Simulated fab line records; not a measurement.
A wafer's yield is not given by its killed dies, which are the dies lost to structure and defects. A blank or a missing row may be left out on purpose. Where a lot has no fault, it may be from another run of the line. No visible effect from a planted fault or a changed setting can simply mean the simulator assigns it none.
Split-lot trial :: flow n5-finfet :: on a route of 1938 steps: 7 lots, 21 wafers read

## SPLIT DETAILS
At N5_BEOL_M10_ETCH_62 (etches SOC in N2/H2, target depth 110 nm, overetch 22 nm, time 165 s), the setting time-s was moved away from the recipe's 165 s on 8 of the 21 wafers read, by -9.2% to +16.4%. All remaining wafers had this setting at the recipe value.

## FROM THE SPLIT TO THE READING: what the file shows between them, 2 steps
- N5_BEOL_M10_STRIP_68: strips in N2/H2
- N5_BEOL_M10_STRIP_67: strips in CF4

## THE READING
etch.depth-nm (the simulator's own value, which no gauge read), in nm, at N5_BEOL_M10_HM_OPEN_17 (chemistry Cl2/BCl3, target TiN, target depth 20 nm, overetch 6 nm). There is no usual value for it anywhere in the file. Across the 13 wafers here that went through the recipe, the average is 19.97 nm and the standard deviation 0.16 nm.

wafer: L075.1
tool, chamber at the split: rie-diel-05, 2,1
time-s as run, s: 165
against the recipe: recipe
etch.depth-nm, nm: 19.85
against lot-mates on the recipe: -

wafer: L075.2
tool, chamber at the split: rie-diel-05, 2,1
time-s as run, s: 165
against the recipe: recipe
etch.depth-nm, nm: 19.9
against lot-mates on the recipe: -

wafer: L075.3
tool, chamber at the split: rie-diel-05, 0
time-s as run, s: 165
against the recipe: recipe
etch.depth-nm, nm: 19.83
against lot-mates on the recipe: -

wafer: L076.3
tool, chamber at the split: rie-diel-04, 3,1
time-s as run, s: 165
against the recipe: recipe
etch.depth-nm, nm: 20.01
against lot-mates on the recipe: -

wafer: L076.4
tool, chamber at the split: rie-diel-04, 3,1
time-s as run, s: 165
against the recipe: recipe
etch.depth-nm, nm: 20.06
against lot-mates on the recipe: -

wafer: L076.6
tool, chamber at the split: rie-diel-04, 2
time-s as run, s: 165
against the recipe: recipe
etch.depth-nm, nm: 20.07
against lot-mates on the recipe: -

wafer: L081.1
tool, chamber at the split: rie-diel-04, 0
time-s as run, s: 165
against the recipe: recipe
etch.depth-nm, nm: 19.84
against lot-mates on the recipe: -

wafer: L081.2
tool, chamber at the split: rie-diel-04, 3
time-s as run, s: 192
against the recipe: +16.4%
etch.depth-nm, nm: 17.34
against lot-mates on the recipe: -2.50

wafer: L081.3
tool, chamber at the split: rie-diel-04, 1
time-s as run, s: 192
against the recipe: +16.4%
etch.depth-nm, nm: 17.15
against lot-mates on the recipe: -2.69

wafer: L083.1
tool, chamber at the split: rie-diel-05, 1,3
time-s as run, s: 165
against the recipe: recipe
etch.depth-nm, nm: 19.76
against lot-mates on the recipe: -

wafer: L083.2
tool, chamber at the split: rie-diel-05, 0
time-s as run, s: 165
against the recipe: recipe
etch.depth-nm, nm: 19.8
against lot-mates on the recipe: -

wafer: L083.3
tool, chamber at the split: rie-diel-05, 1,3
time-s as run, s: 165
against the recipe: recipe
etch.depth-nm, nm: 19.97
against lot-mates on the recipe: -

wafer: L086.3
tool, chamber at the split: rie-diel-05, 1,2
time-s as run, s: 149.8
against the recipe: -9.2%
etch.depth-nm, nm: 20.29
against lot-mates on the recipe: +0.08

wafer: L086.4
tool, chamber at the split: rie-diel-05, 1,2
time-s as run, s: 149.8
against the recipe: -9.2%
etch.depth-nm, nm: 20.26
against lot-mates on the recipe: +0.05

wafer: L086.6
tool, chamber at the split: rie-diel-05, 0
time-s as run, s: 165
against the recipe: recipe
etch.depth-nm, nm: 20.21
against lot-mates on the recipe: -

wafer: L089.1
tool, chamber at the split: rie-diel-05, 0
time-s as run, s: 165
against the recipe: recipe
etch.depth-nm, nm: 20.01
against lot-mates on the recipe: -

wafer: L089.3
tool, chamber at the split: rie-diel-05, 2
time-s as run, s: 149.9
against the recipe: -9.2%
etch.depth-nm, nm: 20.23
against lot-mates on the recipe: +0.22

wafer: L089.4
tool, chamber at the split: rie-diel-05, 1
time-s as run, s: 149.9
against the recipe: -9.2%
etch.depth-nm, nm: 19.89
against lot-mates on the recipe: -0.12

wafer: L090.4
tool, chamber at the split: rie-diel-01, 0
time-s as run, s: 189.1
against the recipe: +14.6%
etch.depth-nm, nm: 18.02
against lot-mates on the recipe: -2.29

wafer: L090.5
tool, chamber at the split: rie-diel-01, 0
time-s as run, s: 189.1
against the recipe: +14.6%
etch.depth-nm, nm: 17.91
against lot-mates on the recipe: -2.40

wafer: L090.6
tool, chamber at the split: rie-diel-01, 3
time-s as run, s: 165
against the recipe: recipe
etch.depth-nm, nm: 20.31
against lot-mates on the recipe: -
Where a row lists several chambers, the file gives one row for several wafers and doesn't say which wafer went through which chamber.

THE FIT
A straight line over all 21 wafers: etch.depth-nm changes by -0.114 nm for each +1% of time-s; r = -0.91; the points scatter about the line by 0.43 nm.
The same after taking each lot's own level away (the mean of its wafers on the recipe; 21 wafers): -0.113 nm for each +1%; r = -0.90; scatter 0.45 nm.
That fit puts the effect of the largest move of time-s on the reading at 1.9 nm.
Measured against the standard deviation above, the lots' own levels, which go from 19.840 to 20.310 nm, span 3.0 times it.
So the lot-to-lot level changes the slope little: the two slopes agree.
Check: with one of the wafers moved furthest among these (+16.4%) left out of the fit, the line predicts -2.08 nm for it against its lot-mates. Against them it came out at -2.5 nm.

## THE OTHER SPLITS THESE WAFERS WENT THROUGH
Other splits were also applied to these wafers ahead of the reading. Each is held against what the fit with the lots' levels taken away leaves over:
other split on the same wafers: N5_BEOL_M9_ETCH_62 source-w
wafers away from the commonest value: 7
r with etch.depth-nm (lot level and that fit taken away): -0.17

other split on the same wafers: N5_BEOL_M9_COAT_22 spin-rpm
wafers away from the commonest value: 8
r with etch.depth-nm (lot level and that fit taken away): -0.09

## THE WHOLE CHAIN: every reading that the file lists as answering this split, in the file's order
step: N5_BEOL_M10_ETCH_62
what it does: etches SOC in N2/H2, target depth 110 nm, overetch 22 nm, time 165 s
reading: SiARC_of_BEOL_M10_COAT_60.thk-nm (the simulator's own value, which no gauge read)
change (the file's fit): -0.0559 nm for each +1% of the setting
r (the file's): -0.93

step: N5_BEOL_M10_HM_OPEN_17
what it does: chemistry Cl2/BCl3, target TiN, target depth 20 nm, overetch 6 nm
reading: etch.depth-nm (the simulator's own value, which no gauge read)
change (the file's fit): -0.119 nm for each +1% of the setting
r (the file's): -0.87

## FILE'S OWN FIT
etch.depth-nm changes by -0.119 nm for each +1% of time-s, r = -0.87.
